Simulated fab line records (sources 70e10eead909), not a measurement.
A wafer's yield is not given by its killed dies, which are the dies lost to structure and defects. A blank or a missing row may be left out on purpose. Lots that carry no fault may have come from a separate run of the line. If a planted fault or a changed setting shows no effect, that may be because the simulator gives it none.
Matching of chambers | flow nand harc | rie diel-02 running NHARC_A_STAIRCASE_DESCUM_252: 4 sister chambers
The step chemistry O2, time 3 s. 24 wafers are shown with their chamber, then 12 later ones without.

EACH WAFER AND ITS CHAMBER
wafer  | chamber | drypump motor current A (A) | showerhead plenum p Torr (Torr) | oes product au (a.u.)
L076.4 | 2       | 5.0                         | 1.91                            | 1.010
L076.5 | 2       | 5.0                         | 1.91                            | 0.994
L076.6 | 1       | 6.2                         | 2.06                            | 0.997
L075.3 | 0       | 5.2                         | 1.93                            | 0.991
L075.5 | 1       | 6.2                         | 2.06                            | 0.989
L075.6 | 0       | 5.2                         | 1.93                            | 0.997
L078.1 | 1       | 6.2                         | 2.06                            | 1.001
L078.2 | 0       | 5.3                         | 1.93                            | 1.005
L078.4 | 3       | 5.2                         | 1.86                            | 1.011
L082.1 | 1       | 6.2                         | 2.05                            | 0.995
L082.4 | 3       | 5.2                         | 1.86                            | 0.988
L082.5 | 0       | 5.2                         | 1.93                            | 0.991
L086.3 | 3       | 5.2                         | 1.86                            | 0.997
L086.4 | 1       | 6.2                         | 2.05                            | 0.980
L086.6 | 3       | 5.2                         | 1.86                            | 0.994
L086.1 | 2       | 5.0                         | 1.90                            | 1.003
L086.2 | 0       | 5.2                         | 1.93                            | 1.000
L086.5 | 0       | 5.2                         | 1.92                            | 0.997
L087.1 | 0       | 5.2                         | 1.92                            | 1.008
L087.4 | 3       | 5.2                         | 1.86                            | 0.995
L087.6 | 3       | 5.2                         | 1.86                            | 1.001
L085.1 | 0       | 5.2                         | 1.92                            | 0.998
L085.2 | 1       | 6.2                         | 2.05                            | 0.988
L085.4 | 2       | 5.0                         | 1.90                            | 1.000

SIGNATURES, as means of the wafers listed above
reading                  | chamber 0 | chamber 1 | chamber 2 | chamber 3 | scatter within a chamber
drypump motor current A  | 5.213     | 6.200     | 5.000     | 5.200     | 0.0209
showerhead plenum p Torr | 1.9263    | 2.0550    | 1.9050    | 1.8600    | 0.00468
oes product au           | 0.99838   | 0.99167   | 1.00175   | 0.99767   | 0.00697
Rule: for each reading, subtract the chamber's mean from the wafer's reading, divide by that reading's scatter and square the result; add these up over the readings and take the root, which gives the wafer's distance from the chamber. The wafer belongs to the nearest chamber; if the next one is less than 2 further off, it can't be placed. The scatter: the root of (the sum of the squares of (reading less its chamber's mean) over the shown wafers, divided by (wafers less chambers)).

WAFERS WITH NO CHAMBER GIVEN
wafer  | drypump motor current A (A) | showerhead plenum p Torr (Torr) | oes product au (a.u.)
L090.1 | 6.2                         | 2.04                            | 0.988
L090.2 | 5.2                         | 1.85                            | 1.008
L090.6 | 5.2                         | 1.92                            | 1.006
L093.1 | 6.2                         | 2.04                            | 0.984
L093.5 | 4.9                         | 1.89                            | 0.993
L093.6 | 6.2                         | 2.04                            | 0.989
L093.2 | 5.2                         | 1.92                            | 0.996
L093.3 | 4.9                         | 1.89                            | 0.998
L093.4 | 5.2                         | 1.85                            | 1.004
L097.1 | 5.0                         | 1.89                            | 0.993
L097.3 | 5.2                         | 1.91                            | 0.996
L097.4 | 6.2                         | 2.04                            | 0.978

EACH ONE'S CHAMBER
wafer  | from the rows above | in truth
L090.1 | 1                   | 1
L090.2 | 3                   | 3
L090.6 | 0                   | 0
L093.1 | 1                   | 1
L093.5 | 2                   | 2
L093.6 | 1                   | 1
L093.2 | 0                   | 0
L093.3 | 2                   | 2
L093.4 | 3                   | 3
L097.1 | 2                   | 2
L097.3 | 0                   | 0
L097.4 | 1                   | 1
Placed correctly: 12 of 12. Number that these rows cannot place: 0. Wrongly placed: 0.
